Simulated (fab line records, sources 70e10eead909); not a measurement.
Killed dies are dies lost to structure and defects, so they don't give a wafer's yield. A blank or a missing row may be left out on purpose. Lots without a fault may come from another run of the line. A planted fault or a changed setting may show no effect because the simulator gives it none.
A struck lot beside a sound one | flow nand_harc | 14 steps out of a route of 1302
Sound: wafers L704.2, L704.4, L704.6. Struck: wafers L691.3, L691.4, L691.6. The cause comes at the end.
At each step with rows: each side's tool, then ch and its chambers, then its first start. Under that, the readings that differ: sound wafers | struck wafers | difference of the means | sigmas: that difference in standard deviations of wafers without a fault.
alike: readings whose means differ by less than 2 such deviations, and words and numbers that are the same on both sides. not compared: withheld readings, readings that some wafer has no value for, bounds like >300 that may hide the same value, and numbers for which the record gives no deviation and whose values overlap.
The two part at a step that has a row with sigmas, a row that says differs or no value, or rows on one side only. Numbers that don't overlap but have no deviation are shown without sigmas and don't part them. A reading that every wafer of one side lacks parts them only if that side has two wafers or more.

NHARC_P_BONDPAD_DEP_00: deposits SiCN, target thk 250 nm.
  sound on pecvd-03 ch 0,1; struck on pecvd-02 ch 0,1,2
  alike: chamber_pressure_Torr, heater_power_w
  not compared: since_wet_clean_h
NHARC_P_BONDPAD_CMP_32: polishes SiCN, target thk 200 nm.
  sound on cmp-03 ch 2,3, day 15 03:32; struck on cmp-04 ch 1,2,3, day 10 01:54
  alike: edge_zone_pressure_frac, motor_current_A
NHARC_P_BONDPAD_THK_MEAS_33: measures by ellipsometry.
  sound on film_metro-01, day 15 03:47; struck on film_metro-01, day 10 02:08
  alike: thk_nm
then, 9 steps without rows for these wafers: NHARC_P_BONDPAD_SRD_34; NHARC_P_BONDPAD_DEHYDRATE_01 (time 120 s); NHARC_P_BONDPAD_HMDS_02 (time 30 s); NHARC_P_BONDPAD_COAT_36 (time 65 s); NHARC_P_BONDPAD_COAT_03 (resist thk 600 nm); NHARC_P_BONDPAD_SOFTBAKE_04 (time 70 s); NHARC_P_BONDPAD_EBR_05; NHARC_P_BONDPAD_EXPOSE_06 (exposes mask P BPAD); NHARC_P_BONDPAD_PEB_07 (peb time 80 s).
NHARC_P_BONDPAD_DEVELOP_08: time 50 s.
  sound on litho_track-02 ch 0, day 15 04:00; struck on litho_track-07, day 10 02:00
  no value came back on the struck wafers for chill_plate_temp_C (C), developer_temp_C (C); on the sound wafers chill_plate_temp_C (C) reads 23.05 23.09 22.96
NHARC_P_BONDPAD_CD_MEAS_09: target cd 500 nm.
  sound on cd_sem-02 ch 0, day 15 04:22; struck on cd_sem-01 ch 0, day 10 02:34
  alike: cd_nm

WHERE THEY PART
Only at NHARC_P_BONDPAD_DEVELOP_08, within this record. Later steps at which nothing parts them and some readings are alike: NHARC_P_BONDPAD_CD_MEAS_09.

WHY: what the simulator had put in
Skipped step whole: litho_track-07, from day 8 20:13 on, at NHARC_P_BONDPAD_DEVELOP_08. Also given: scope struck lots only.
